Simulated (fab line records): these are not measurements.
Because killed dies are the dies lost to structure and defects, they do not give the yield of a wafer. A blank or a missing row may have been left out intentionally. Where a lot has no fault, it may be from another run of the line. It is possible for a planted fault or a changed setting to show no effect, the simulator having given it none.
What tool caused it? + flow n5-finfet + Sampling: 12 lots, 36 wafers, 6 of 1938 route steps

WHAT EACH GAUGE READ, for each wafer
N5_BEOL_M0_SAQP_OVL_MEAS_41.
| lot  | measured     | on         | M0_CUT1_OVL (nm) |
|------|--------------|------------|------------------|
| L075 | day 5 22:27  | overlay-01 | 0.2 -0.3 0.0     |
| L077 | day 6 07:18  | overlay-02 | 0.4 -0.9 0.8     |
| L079 | day 6 22:44  | overlay-01 | 0.0 -1.6 -0.4    |
| L081 | day 7 12:41  | overlay-02 | 0.7 0.8 -0.1     |
| L083 | day 7 23:37  | overlay-01 | 0.3 1.0 0.0      |
| L085 | day 8 15:32  | overlay-01 | 0.4 -0.6 0.0     |
| L087 | day 9 05:46  | overlay-01 | -1.4 -0.1 0.3    |
| L089 | day 9 17:08  | overlay-01 | -1.2 -1.3 -0.4   |
| L091 | day 10 00:38 | overlay-01 | -0.5 -0.3 -0.9   |
| L093 | day 10 14:28 | overlay-02 | -0.1 -0.2 -0.6   |
| L095 | day 11 08:59 | overlay-01 | 0.1 0.5 -0.1     |
| L097 | day 11 17:56 | overlay-02 | -1.2 -1.3 -1.1   |

TOOL THAT RAN EACH LOT (tool first, then ch and the chambers of the sampled wafers, then the start)
| lot  | N5_MOL_CONTACT_COAG_ETCH_67        | N5_MOL_CONTACT_COAG_CVD_140   | N5_BEOL_M0_SAQP_RECESS_114         | N5_BEOL_M0_SAQP_SPACER1_ETCHBACK_99 | N5_BEOL_M0_SAQP_ETCH_101           |
|------|------------------------------------|-------------------------------|------------------------------------|-------------------------------------|------------------------------------|
| L075 | rie-diel-03 ch 0,1,2, day 5 09:52  | cvd-w-01 ch 0,1, day 5 10:31  | vapor-etch-02 ch 0,1, day 5 18:16  | rie-diel-06 ch 1,2,3, day 5 19:25   | rie-diel-01 ch 2,3, day 5 19:52    |
| L077 | rie-diel-05 ch 0,1, day 5 20:26    | cvd-w-01 ch 0,1, day 5 21:07  | vapor-etch-01 ch 0,1, day 6 02:59  | rie-diel-04 ch 2,3, day 6 03:44     | rie-diel-04 ch 0,1,3, day 6 03:58  |
| L079 | rie-diel-03 ch 0,1,2, day 6 11:23  | cvd-w-01 ch 0, day 6 12:10    | vapor-etch-01 ch 0,1, day 6 19:34  | rie-diel-04 ch 1,2,3, day 6 20:25   | rie-diel-04 ch 1,2, day 6 20:40    |
| L081 | rie-diel-02 ch 0,1, day 7 00:04    | cvd-w-01 ch 0,1, day 7 00:40  | vapor-etch-01 ch 1, day 7 08:53    | rie-diel-06 ch 0,2,3, day 7 09:59   | rie-diel-04 ch 0,3, day 7 10:29    |
| L083 | rie-diel-02 ch 1,3, day 7 11:17    | cvd-w-02 ch 0,1, day 7 11:59  | vapor-etch-01 ch 0,1, day 7 18:55  | rie-diel-04 ch 0,1, day 7 19:58     | rie-diel-06 ch 2,3, day 7 20:47    |
| L085 | rie-diel-02 ch 0,3, day 8 02:26    | cvd-w-01 ch 0,1, day 8 03:02  | vapor-etch-01 ch 0,1, day 8 10:04  | rie-diel-04 ch 0,1,2, day 8 11:09   | rie-diel-06 ch 1,3, day 8 11:23    |
| L087 | rie-diel-02 ch 0,2,3, day 8 18:10  | cvd-w-02 ch 0,1, day 8 18:46  | vapor-etch-01 ch 0,1, day 9 02:14  | rie-diel-06 ch 0,1,3, day 9 03:20   | rie-diel-06 ch 0,1,3, day 9 03:34  |
| L089 | rie-diel-03 ch 0,1,3, day 9 07:10  | cvd-w-02 ch 0,1, day 9 07:51  | vapor-etch-01 ch 0,1, day 9 13:49  | rie-diel-06 ch 0,1,2, day 9 14:34   | rie-diel-04 ch 0,1, day 9 14:47    |
| L091 | rie-diel-05 ch 0,1,2, day 9 14:11  | cvd-w-01 ch 0,1, day 9 14:48  | vapor-etch-02 ch 0,1, day 9 20:36  | rie-diel-01 ch 1,2,3, day 9 21:49   | rie-diel-04 ch 1,2,3, day 9 22:07  |
| L093 | rie-diel-02 ch 0,2,3, day 10 02:01 | cvd-w-01 ch 0,1, day 10 02:37 | vapor-etch-01 ch 0,1, day 10 11:10 | rie-diel-01 ch 1,3, day 10 12:01    | rie-diel-01 ch 0,1,2, day 10 12:16 |
| L095 | rie-diel-02 ch 0,2,3, day 10 22:15 | cvd-w-01 ch 0,1, day 10 22:56 | vapor-etch-02 ch 0,1, day 11 05:23 | rie-diel-04 ch 0,1,2, day 11 06:14  | rie-diel-01 ch 0,1,3, day 11 06:28 |
| L097 | rie-diel-05 ch 0,2,3, day 11 07:58 | cvd-w-01 ch 1, day 11 08:58   | vapor-etch-02 ch 0,1, day 11 14:47 | rie-diel-01 ch 1,3, day 11 15:39    | rie-diel-04 ch 0,1, day 11 15:53   |
- N5_MOL_CONTACT_COAG_ETCH_67: etches SOC in N2/H2, target depth 60 nm, overetch 21 nm, time 101.2 s.
- N5_MOL_CONTACT_COAG_CVD_140: deposits W, target thk 66.5 nm, time 215 s.
- N5_BEOL_M0_SAQP_RECESS_114: chemistry HF/NH3, target SiO2, target depth 14.4 nm, afs cycles 3, sublimation time 60 s.
- N5_BEOL_M0_SAQP_SPACER1_ETCHBACK_99: etches SiO2 in CHF3/O2, target depth 15.4 nm, time 7.7 s.
- N5_BEOL_M0_SAQP_ETCH_101: etches SiNx in CH3F/O2, target depth 29.9 nm, time 42.7 s.

THE ANSWER, worked out from the rows above alone
Rule: the usual values come from the lots themselves. Put in order of their means at a reading, lots are off if they are a third of the lots or fewer, leave a main group of 4 or more, and stand apart from it by a gap of 3 or more times the standard deviation of the main group's means; of several such gaps the widest counts. Not used: any main group whose means are identical at the precision the tables above print for the reading. A lot without any number at a reading at which 4 lots or more have one is off too. Any other lot the step has rows for is counted as sound.
Nothing can be told from this: no lot is off at any reading shown.

WHAT THE SIMULATOR HAD PUT IN
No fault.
